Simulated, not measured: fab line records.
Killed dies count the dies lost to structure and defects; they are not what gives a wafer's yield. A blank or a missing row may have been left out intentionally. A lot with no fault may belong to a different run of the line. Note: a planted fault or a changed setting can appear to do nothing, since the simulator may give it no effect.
Matching of chambers || flow nand-harc || rie-si-04 running NHARC_A_ZERO_WELL_ETCH_13: 4 sister chambers
The step etches the open film in HBr/Cl2, target depth 120 nm, time 40.1 s. 4 wafers are shown with their chamber, then 7 later ones without.

== WAFERS, EACH WITH ITS CHAMBER ==
{"wafer": "L232.4", "chamber": 0, "drypump-motor-current-A (A)": 5.52}
{"wafer": "L242.1", "chamber": 2, "drypump-motor-current-A (A)": 5.61}
{"wafer": "L249.3", "chamber": 3, "drypump-motor-current-A (A)": 5.68}
{"wafer": "L249.4", "chamber": 1, "drypump-motor-current-A (A)": 5.22}

== WAFERS WHOSE CHAMBER IS MISSING ==
{"wafer": "L249.6", "drypump-motor-current-A (A)": 5.45}
{"wafer": "L254.1", "drypump-motor-current-A (A)": 5.20}
{"wafer": "L254.4", "drypump-motor-current-A (A)": 5.63}
{"wafer": "L254.6", "drypump-motor-current-A (A)": 5.51}
{"wafer": "L253.1", "drypump-motor-current-A (A)": 5.22}
{"wafer": "L253.3", "drypump-motor-current-A (A)": 5.48}
{"wafer": "L253.5", "drypump-motor-current-A (A)": 5.67}

== WHICH CHAMBER EACH WENT THROUGH ==
{"wafer": "L249.6", "from the rows above": 0, "in truth": 0}
{"wafer": "L254.1", "from the rows above": 1, "in truth": 1}
{"wafer": "L254.4", "from the rows above": "can't be placed: 2 or 3", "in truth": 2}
{"wafer": "L254.6", "from the rows above": 0, "in truth": 0}
{"wafer": "L253.1", "from the rows above": 1, "in truth": 1}
{"wafer": "L253.3", "from the rows above": 0, "in truth": 0}
{"wafer": "L253.5", "from the rows above": "can't be placed: 3 or 2", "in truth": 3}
Correct placement for 5 of the 7. Cannot be placed on the basis of these rows: 2; the candidates contain the true chamber in 2. Wrongly placed: 0.
How it was worked out, from the rows above alone: a wafer's distance from a chamber is the root of the sum, over the readings, of the square of ((its reading less the chamber's mean) divided by the reading's scatter). If the next closest chamber is less than 2 further off than the closest, the wafer can't be placed; otherwise it belongs to the closest. Each chamber's mean is taken over the wafers shown for it. The scatter (one wafer shown for each chamber): square how far every hidden wafer sits from the nearest shown wafer, average those squares and take the square root.
